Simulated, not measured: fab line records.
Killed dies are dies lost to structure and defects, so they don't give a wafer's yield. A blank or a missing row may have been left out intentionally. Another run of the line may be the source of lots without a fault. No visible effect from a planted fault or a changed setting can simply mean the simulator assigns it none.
A struck lot beside a sound one ; flow nand_harc ; 39 steps out of a route of 1302
Sound: wafers L294.3, L294.4, L294.6. Wafers struck: L292.4, L292.5, L292.6. Last of all comes the cause.
Per side, at each step with rows, come the tool, then ch with its chambers, and then its first start. Under that, the readings that differ: sound wafers ; struck wafers ; difference of the means ; sigmas: that difference in standard deviations of wafers without a fault.
alike: words and numbers the same on both sides, and readings whose means are apart by under 2 such deviations; not compared: readings that were withheld, readings missing a value for some wafer, numbers with overlapping values and no deviation given by the record, and bounds like >300 which may hide the same value.
Wherever a step has rows on one side only, a row that says differs or no value, or a row with sigmas, the two part there. When numbers do not overlap yet have no deviation, they are printed without sigmas and do not part them. A reading missing from all wafers of one side parts the sides only when that side holds two or more wafers.

first, 6 steps without rows for these wafers: NHARC_A_STAIRCASE_EXPOSE_286 (exposes mask CHOP 100); NHARC_A_STAIRCASE_PEB_287 (peb time 130 s); NHARC_A_STAIRCASE_DEVELOP_288 (time 140 s); NHARC_A_STAIRCASE_HARDBAKE_290 (time 140 s); NHARC_A_STAIRCASE_DESCUM_291 (chemistry O2, time 3 s); NHARC_A_STAIRCASE_ETCH_292 (etches the open film in CF4/CHF3).
NHARC_A_STAIRCASE_HM_OPEN_460: chemistry O2/COS.
  sound: rie_diel-11 ch 0,1,3; struck: rie_diel-04 ch 0,2,3
  alike: drypump_motor_current_A, o2_flow_sccm, oes_product_au, rf_vpp_V, showerhead_plenum_p_Torr, throttle_valve_pct
  not compared: rf_hours_counter_h
then, 4 steps without rows for these wafers: NHARC_A_STAIRCASE_STRIP_461 (strips in O2/COS); NHARC_A_STAIRCASE_ETCH_452 (etches the open film in CF4/O2, target depth 30 nm, overetch 3 nm, time 16.5 s); NHARC_A_STAIRCASE_ETCH_294 (etches the open film in C4F8/O2/Ar, target depth 4989 nm, time 1211.6 s); NHARC_A_STAIRCASE_STRIP_295 (strips in O2).
NHARC_A_STAIRCASE_STRIP_296: strips in SPM, time 900 s.
  sound on wet_bench-06 ch 2,4,7, day 22 16:43; struck on wet_bench-04 ch 2,5,6, day 22 11:45
  alike: temp_c
then, 2 steps without rows for these wafers: NHARC_A_STAIRCASE_PRECLEAN_297 (cleans in SC1); NHARC_A_STAIRCASE_SRD_298.
NHARC_A_STAIRCASE_HM_DEP_462: deposits aC, target thk 800 nm.
  sound on acl_dep-02 ch 0, day 22 18:06; struck on acl_dep-01 ch 0, day 22 13:11
  alike: throttle_valve_pct
NHARC_A_STAIRCASE_DEP_301: deposits SiON, target thk 30 nm.
  sound on pecvd-03 ch 0,2, day 22 19:26; struck on pecvd-02 ch 0,1,2, day 22 14:13
  alike: heater_power_w
then, 9 steps without rows for these wafers: NHARC_A_STAIRCASE_DEHYDRATE_302 (time 120 s); NHARC_A_STAIRCASE_HMDS_303 (time 30 s); NHARC_A_STAIRCASE_COAT_304; NHARC_A_STAIRCASE_SOFTBAKE_305 (time 170 s); NHARC_A_STAIRCASE_EBR_306; NHARC_A_STAIRCASE_EXPOSE_307 (exposes mask CHOP 50); NHARC_A_STAIRCASE_PEB_308 (peb time 130 s); NHARC_A_STAIRCASE_DEVELOP_309 (time 140 s); NHARC_A_STAIRCASE_HARDBAKE_311 (time 140 s).
NHARC_A_STAIRCASE_DESCUM_312: chemistry O2, time 3 s.
  sound on rie_diel-11 ch 0,2,3, day 22 20:55; struck on rie_diel-12 ch 0,1,3, day 22 15:07
  alike: drypump_motor_current_A, o2_flow_sccm, oes_product_au, rf_vpp_V, showerhead_plenum_p_Torr, throttle_valve_pct
  not compared: rf_hours_counter_h
then, 3 steps without rows for these wafers: NHARC_A_STAIRCASE_ETCH_313 (etches the open film in CF4/CHF3); NHARC_A_STAIRCASE_HM_OPEN_463 (chemistry O2/COS); NHARC_A_STAIRCASE_STRIP_464 (strips in O2/COS).
NHARC_A_STAIRCASE_ETCH_453: etches the open film in CF4/O2, target depth 30 nm, overetch 3 nm, time 16.5 s.
  sound: rie_diel-11 ch 2,3; struck: rie_diel-12 ch 0,1,2
  alike: drypump_motor_current_A, o2_flow_sccm, oes_f_703_au, oes_product_au, rf_vpp_V, showerhead_plenum_p_Torr, throttle_valve_pct
  not compared: rf_hours_counter_h
then, 8 steps without rows for these wafers: NHARC_A_STAIRCASE_ETCH_315 (etches the open film in C4F8/O2/Ar, target depth 2500 nm, time 607.1 s); NHARC_A_STAIRCASE_STRIP_316 (strips in O2); NHARC_A_STAIRCASE_STRIP_317 (strips in SPM, time 900 s); NHARC_A_STAIRCASE_PRECLEAN_318 (cleans in SC1); NHARC_A_STAIRCASE_SRD_329; NHARC_A_STAIRCASE_ALD_415 (deposits SiO2, target thk 30 nm, pulse time 6 s, ald cycles 300); NHARC_A_STAIRCASE_ETCHBACK_416 (etches the open film in C4F8/O2/Ar, target depth 36 nm, time 7.2 s); NHARC_A_STAIRCASE_STRIP_476 (strips in O2, time 20 s).
-- break in the record here, with 8 days between the starts of the struck wafers on either side (left off in module A_STAIRCASE, picked up again in module END, where the first step shown is number 1302 on the route) --
NHARC_END_SORT_01:
  at this point the record logs the struck wafers (prober-02 ch 0, day 30 14:28) and has no rows for the sound ones

WHERE THEY PART
Only at NHARC_END_SORT_01, within this record.

WHY: the cause the simulator had injected
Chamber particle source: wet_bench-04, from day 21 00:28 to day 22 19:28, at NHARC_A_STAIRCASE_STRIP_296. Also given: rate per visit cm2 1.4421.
